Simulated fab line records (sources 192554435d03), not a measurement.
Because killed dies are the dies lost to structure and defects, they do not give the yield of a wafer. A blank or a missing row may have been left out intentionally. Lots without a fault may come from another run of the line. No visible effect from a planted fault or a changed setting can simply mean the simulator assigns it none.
Split-lot trial -- flow n5_finfet -- 7 lots, 21 wafers read, on a route of 1938 steps

== THE SPLIT ==
At N5_BEOL_M15_ETCH_61 (etches BARC in N2/H2, target depth 89 nm, overetch 26.7 nm, time 67.9 s), the setting time_s was moved away from the recipe's 67.9 s on 4 of the 21 wafers read, by -17.6% to -13.7%. This setting was run at the recipe's value on the other wafers.

Reading taken at the split's own step.

== THE READING ==
coat_of_BEOL_M15_COAT_22.thk_nm (the simulator's own value, which no gauge read), in nm, at N5_BEOL_M15_ETCH_61 (etches BARC in N2/H2, target depth 89 nm, overetch 26.7 nm, time 67.9 s). There is no usual value for it anywhere in the file. Here, 17 wafers ran the recipe; their average is 717.3 nm with a standard deviation of 2.7 nm.

wafer,"tool, chamber at the split","time_s as run, s",against the recipe,"coat_of_BEOL_M15_COAT_22.thk_nm, nm",against lot-mates on the recipe
L075.1,"rie_diel-06, 2",67.9,recipe,719.2,-
L075.3,"rie_diel-06, 0",67.9,recipe,716.6,-
L075.5,"rie_diel-06, 3",67.9,recipe,717,-
L081.1,"rie_diel-06, 1",67.9,recipe,718.4,-
L081.2,"rie_diel-06, 3",67.9,recipe,714,-
L081.5,"rie_diel-06, 0",67.9,recipe,713,-
L085.1,"rie_diel-06, 0",67.9,recipe,717.6,-
L085.2,"rie_diel-06, 1",67.9,recipe,721.2,-
L085.5,"rie_diel-06, 3",67.9,recipe,719.6,-
L086.2,"rie_diel-05, 2",67.9,recipe,715,-
L086.3,"rie_diel-05, 1",67.9,recipe,719,-
L086.5,"rie_diel-05, 1",67.9,recipe,718.8,-
L090.1,"rie_diel-06, 2",58.62,-13.7%,730.4,+11.8
L090.3,"rie_diel-06, 3",58.62,-13.7%,726.6,+8.0
L090.5,"rie_diel-06, 2",67.9,recipe,718.6,-
L093.2,"rie_diel-05, 3",55.94,-17.6%,728.4,+16.6
L093.4,"rie_diel-05, 0",67.9,recipe,711.8,-
L093.6,"rie_diel-05, 2",55.94,-17.6%,727.6,+15.8
L096.1,"rie_diel-05, 3",67.9,recipe,720.4,-
L096.2,"rie_diel-05, 0",67.9,recipe,714.2,-
L096.3,"rie_diel-05, 2",67.9,recipe,719.8,-

FIT RESULTS
A straight line over all 21 wafers: coat_of_BEOL_M15_COAT_22.thk_nm changes by -0.684 nm for each +1% of time_s; r = -0.85; the points scatter about the line by 2.7 nm.
The same after taking each lot's own level away (the mean of its wafers on the recipe; 21 wafers): -0.849 nm for each +1%; r = -0.94; scatter 2 nm.
On that fit, the largest move of time_s shifts the reading by 15 nm.
Measured against the standard deviation above, the lots' own levels, which go from 711.80 to 719.47 nm, span 2.8 times it.
So the slope is not independent of the lot-to-lot level: the two fits are not the same.
Check: +14.1 nm against its lot-mates is what the line predicts for one of the wafers moved furthest among these (-17.6%) when that wafer is left out of the fit. Against them it came out at +16.6 nm.

== OTHER SPLITS APPLIED TO THESE WAFERS ==
Before the reading, these wafers also passed through other splits. Each is held against what the fit with the lots' levels taken away leaves over:
other split on the same wafers,wafers away from the commonest value,r with coat_of_BEOL_M15_COAT_22.thk_nm (lot level and that fit taken away)
N5_BEOL_M14_SPUTTER_43 power_w,7,+0.40

== FILE'S OWN FIT ==
coat_of_BEOL_M15_COAT_22.thk_nm changes by -0.846 nm for each +1% of time_s, r = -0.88.
